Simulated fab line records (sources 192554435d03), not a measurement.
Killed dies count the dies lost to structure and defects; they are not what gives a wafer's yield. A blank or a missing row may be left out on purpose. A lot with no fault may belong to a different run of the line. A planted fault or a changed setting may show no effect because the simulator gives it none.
Chamber matching + flow n5_finfet + N5_BEOL_M0_SAQP_DESCUM_19 on rie_diel-01 has 4 sister chambers
The step chemistry O2, time 7.9 s. 4 wafers are shown with their chamber, then 8 later ones without.

EACH WAFER AND ITS CHAMBER
| wafer  | chamber | showerhead_plenum_p_Torr (Torr) |
|--------|---------|---------------------------------|
| L075.4 | 0       | 2.11                            |
| L088.1 | 3       | 2.06                            |
| L088.2 | 2       | 2.16                            |
| L091.1 | 1       | 2.06                            |

WAFERS WITH NO CHAMBER GIVEN
| wafer  | showerhead_plenum_p_Torr (Torr) |
|--------|---------------------------------|
| L091.2 | 2.16                            |
| L091.4 | 2.05                            |
| L093.1 | 2.05                            |
| L093.5 | 2.10                            |
| L093.6 | 2.05                            |
| L094.2 | 2.10                            |
| L094.3 | 2.16                            |
| L094.5 | 2.10                            |

EACH ONE'S CHAMBER
| wafer  | from the rows above     | in truth |
|--------|-------------------------|----------|
| L091.2 | 2                       | 2        |
| L091.4 | can't be placed: 1 or 3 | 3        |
| L093.1 | can't be placed: 1 or 3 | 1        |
| L093.5 | 0                       | 0        |
| L093.6 | can't be placed: 1 or 3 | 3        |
| L094.2 | 0                       | 0        |
| L094.3 | 2                       | 2        |
| L094.5 | 0                       | 0        |
5 of 8 placed correctly. Can't be placed from these rows: 3 (the true chamber is among the candidates in 3). Wrongly placed: 0.
How it was worked out, from the rows above alone: a wafer's distance from a chamber is the root of the sum, over the readings, of the square of ((its reading less the chamber's mean) divided by the reading's scatter). The wafer belongs to the nearest chamber; if the next one is less than 2 further off, it can't be placed. The mean given for a chamber averages the wafers shown for that chamber. The scatter: root of mean squared gap, hidden wafer to nearest shown wafer, with one shown wafer a chamber.
